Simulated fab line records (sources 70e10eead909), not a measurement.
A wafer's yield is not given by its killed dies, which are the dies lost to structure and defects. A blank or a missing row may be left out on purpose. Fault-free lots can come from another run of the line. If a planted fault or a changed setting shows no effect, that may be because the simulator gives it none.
Which tool is to blame?    flow nand harc    24 lots, 72 wafers sampled, at 3 steps of a route of 1159

== WHAT THE GAUGES READ, wafer by wafer ==
NHARC_A_M0_INSPECT_11. Usual: raw defect count reads 29 (standard deviation 12).
lot   measured      on                 raw defect count  flag
L074  day 17 17:25  defect inspect-01  21 15 20          
L075  day 17 17:58  defect inspect-02  28 30 26          
L076  day 18 01:45  defect inspect-01  28 29 20          
L077  day 18 01:56  defect inspect-01  25 16 20          
L078  day 18 02:20  defect inspect-02  25 22 19          
L080  day 18 18:22  defect inspect-02  19 24 22          
L079  day 18 19:25  defect inspect-01  20 20 19          
L081  day 19 07:35  defect inspect-01  32 37 22          
L082  day 19 10:08  defect inspect-02  26 31 27          
L085  day 19 18:48  defect inspect-02  40 27 25          
L084  day 19 23:09  defect inspect-01  39 24 27          
L083  day 20 05:01  defect inspect-02  31 24 29          
L087  day 20 16:34  defect inspect-02  41 59 47          
L088  day 20 17:55  defect inspect-01  46 37 47          
L086  day 20 20:02  defect inspect-01  20 27 26          
L089  day 21 06:42  defect inspect-02  12 10 10          
L090  day 21 06:58  defect inspect-02  35 30 28          
L091  day 21 22:41  defect inspect-01  32 42 36          
L092  day 21 23:18  defect inspect-01  38 34 23          
L093  day 22 02:52  defect inspect-02  58 53 44          
L094  day 22 17:42  defect inspect-01  19 15 15          
L096  day 23 00:17  defect inspect-01  25 21 22          
L095  day 23 00:26  defect inspect-01  45 30 36          
L097  day 24 08:58  defect inspect-02  54 47 54          

== TOOL THAT RAN EACH LOT (tool first, then ch and the chambers of the sampled wafers, then the start) ==
lot   NHARC_A_CONTACT_ETCH_92             NHARC_A_BLC_PVD_32
L074  rie diel-09 ch 1,2, day 17 03:43    pvd sputter-03, day 17 17:25 or earlier
L075  rie diel-02 ch 0,1,2, day 17 04:38  pvd sputter-03, day 17 17:58 or earlier
L076  rie diel-09 ch 0,1,3, day 17 08:32  pvd sputter-03, day 18 01:45 or earlier
L077  rie diel-07 ch 1,2, day 17 11:01    pvd sputter-02, day 18 01:56 or earlier
L078  rie diel-09 ch 0,1,3, day 17 11:49  pvd sputter-03, day 18 02:20 or earlier
L080  rie diel-07 ch 1,2, day 18 10:13    pvd sputter-02, day 18 18:22 or earlier
L079  rie diel-02 ch 0,1, day 18 11:07    pvd sputter-03, day 18 19:25 or earlier
L081  rie diel-07 ch 0,2,3, day 18 21:40  pvd sputter-02, day 19 07:35 or earlier
L082  rie diel-02 ch 0,2, day 18 22:33    pvd sputter-02, day 19 10:08 or earlier
L085  rie diel-02 ch 0,1, day 19 11:26    pvd sputter-02, day 19 18:48 or earlier
L084  rie diel-09 ch 0,1,2, day 19 14:42  pvd sputter-03, day 19 23:09 or earlier
L083  rie diel-09 ch 0,2,3, day 19 20:52  pvd sputter-01, day 20 05:01 or earlier
L087  rie diel-09 ch 0,2,3, day 20 04:36  pvd sputter-01, day 20 16:34 or earlier
L088  rie diel-07 ch 0,1,2, day 20 05:46  pvd sputter-01, day 20 17:55 or earlier
L086  rie diel-09 ch 1,3, day 20 07:50    pvd sputter-01, day 20 20:02 or earlier
L089  rie diel-02 ch 0,2,3, day 20 19:09  pvd sputter-02, day 21 06:42 or earlier
L090  rie diel-07 ch 0,2,3, day 20 22:04  pvd sputter-01, day 21 06:58 or earlier
L091  rie diel-09 ch 0,1,2, day 21 12:49  pvd sputter-01, day 21 22:41 or earlier
L092  rie diel-09 ch 2,3, day 21 14:43    pvd sputter-03, day 21 23:18 or earlier
L093  rie diel-07 ch 1,3, day 21 18:23    pvd sputter-03, day 22 02:52 or earlier
L094  rie diel-09 ch 1,3, day 22 05:49    pvd sputter-02, day 22 17:42 or earlier
L096  rie diel-02 ch 1,2,3, day 22 10:34  pvd sputter-03, day 23 00:17 or earlier
L095  rie diel-07 ch 0,2,3, day 22 15:36  pvd sputter-02, day 23 00:26 or earlier
L097  rie diel-09 ch 0,3, day 23 17:00    pvd sputter-02, day 24 08:58 or earlier
- NHARC_A_CONTACT_ETCH_92: etches the open film in CH3F/O2, target depth 40 nm, time 85.7 s.
- NHARC_A_BLC_PVD_32: deposits Ti, target thk 5 nm, time 17.7 s.

== AS READ BY THE TOOLS THEMSELVES (means over the sampled wafers that have a number; for cases with no such wafer, the mark the record gives instead) ==
NHARC_A_CONTACT_ETCH_92. Usual: drypump motor current A 5.8 A, standard deviation 0.43; mfc ar sccm 199.9 sccm, standard deviation 0.56; oes product au 0.94 a.u., standard deviation 0.031; rf vpp V 245.5 V, standard deviation 1.3; showerhead plenum p Torr 2.54 Torr, standard deviation 0.079; throttle valve pct 20.664 %, standard deviation 0.0098.
lot   tool         drypump motor current A (A)  mfc ar sccm (sccm)  oes product au (a.u.)  rf vpp V (V)  showerhead plenum p Torr (Torr)  throttle valve pct (%)  flag
L074  rie diel-09  6.1                          199.9               0.93                   246.4         2.59                             20.664                  
L075  rie diel-02  6.2                          200.7               0.91                   246.0         2.57                             20.667                  
L076  rie diel-09  5.6                          199.6               0.93                   244.4         2.51                             20.670                  
L077  rie diel-07  5.6                          199.6               0.93                   244.7         2.48                             20.659                  
L078  rie diel-09  5.6                          200.2               0.93                   244.4         2.51                             20.659                  
L080  rie diel-07  5.6                          199.3               1.01                   245.4         2.48                             20.662                  
L079  rie diel-02  6.0                          199.7               0.99                   246.9         2.61                             20.665                  
L081  rie diel-07  5.9                          199.8               0.92                   245.3         2.57                             20.661                  
L082  rie diel-02  6.1                          200.0               0.91                   246.1         2.54                             20.663                  
L085  rie diel-02  6.0                          199.6               0.92                   246.9         2.61                             20.657                  
L084  rie diel-09  5.8                          200.2               1.00                   245.2         2.53                             20.668                  
L083  rie diel-09  5.5                          200.0               0.99                   245.5         2.51                             20.658                  
L087  rie diel-09  5.5                          200.1               0.92                   245.1         2.51                             20.672                  
L088  rie diel-07  5.9                          200.2               0.95                   244.0         2.52                             20.664                  
L086  rie diel-09  5.8                          199.7               0.93                   245.0         2.57                             20.672                  
L089  rie diel-02  5.9                          199.8               0.92                   246.6         2.59                             20.675                  
L090  rie diel-07  5.9                          199.7               0.92                   245.1         2.56                             20.657                  
L091  rie diel-09  5.9                          200.4               0.92                   245.6         2.53                             20.676                  
L092  rie diel-09  5.4                          200.1               0.92                   245.5         2.56                             20.653                  
L093  rie diel-07  5.5                          199.7               0.93                   245.1         2.50                             20.662                  
L094  rie diel-09  5.9                          199.7               0.93                   246.6         2.56                             20.663                  
L096  rie diel-02  6.3                          199.7               0.99                   245.8         2.55                             20.665                  
L095  rie diel-07  5.9                          199.5               0.93                   245.0         2.56                             20.659                  
L097  rie diel-09  5.4                          200.6               0.94                   245.0         2.44                             20.671                  

NHARC_A_BLC_PVD_32. Usual: cathode dc power W 5000.0 W, standard deviation 0.89; throttle valve pct 30.1 %, standard deviation 0.99.
lot   tool            cathode dc power W (W)  throttle valve pct (%)  flag
L074  pvd sputter-03  4999.8                  31.0                    
L075  pvd sputter-03  4999.9                  30.4                    
L076  pvd sputter-03  5000.5                  30.6                    
L077  pvd sputter-02  5000.3                  30.0                    
L078  pvd sputter-03  4999.6                  30.6                    
L080  pvd sputter-02  5000.1                  30.4                    
L079  pvd sputter-03  4999.8                  30.6                    
L081  pvd sputter-02  5000.1                  30.5                    
L082  pvd sputter-02  5000.2                  30.2                    
L085  pvd sputter-02  4999.6                  30.4                    
L084  pvd sputter-03  4999.0                  30.4                    
L083  pvd sputter-01  5001.1                  29.0                    
L087  pvd sputter-01  5001.2                  29.4                    
L088  pvd sputter-01  5000.3                  28.4                    
L086  pvd sputter-01  4999.5                  28.6                    
L089  pvd sputter-02  5000.1                  29.9                    
L090  pvd sputter-01  4999.5                  29.0                    
L091  pvd sputter-01  5000.1                  28.9                    
L092  pvd sputter-03  5000.6                  30.5                    
L093  pvd sputter-03  5000.5                  30.5                    
L094  pvd sputter-02  4999.4                  29.9                    
L096  pvd sputter-03  5000.3                  30.5                    
L095  pvd sputter-02  5000.4                  29.6                    
L097  pvd sputter-02  4999.7                  30.2                    

== THE ANSWER, worked out from the rows above alone ==
Rule: a lot counts as off when the mean over its wafers that have a number is more than 3 standard deviations away from the usual mean. A lot without any number at a reading at which 4 lots or more have one is off too. All remaining lots with rows at the step are treated as sound. Order of review: gauges by route order, followed by the tools' own readings, for which a lot's mean as printed above is used. At the first step where some lot is off, the reading lying furthest off is the one used; lots without a number count as furthest.
No lot is off at any reading shown: from this, nothing can be told.

== WHAT THE SIMULATOR PUT IN ==
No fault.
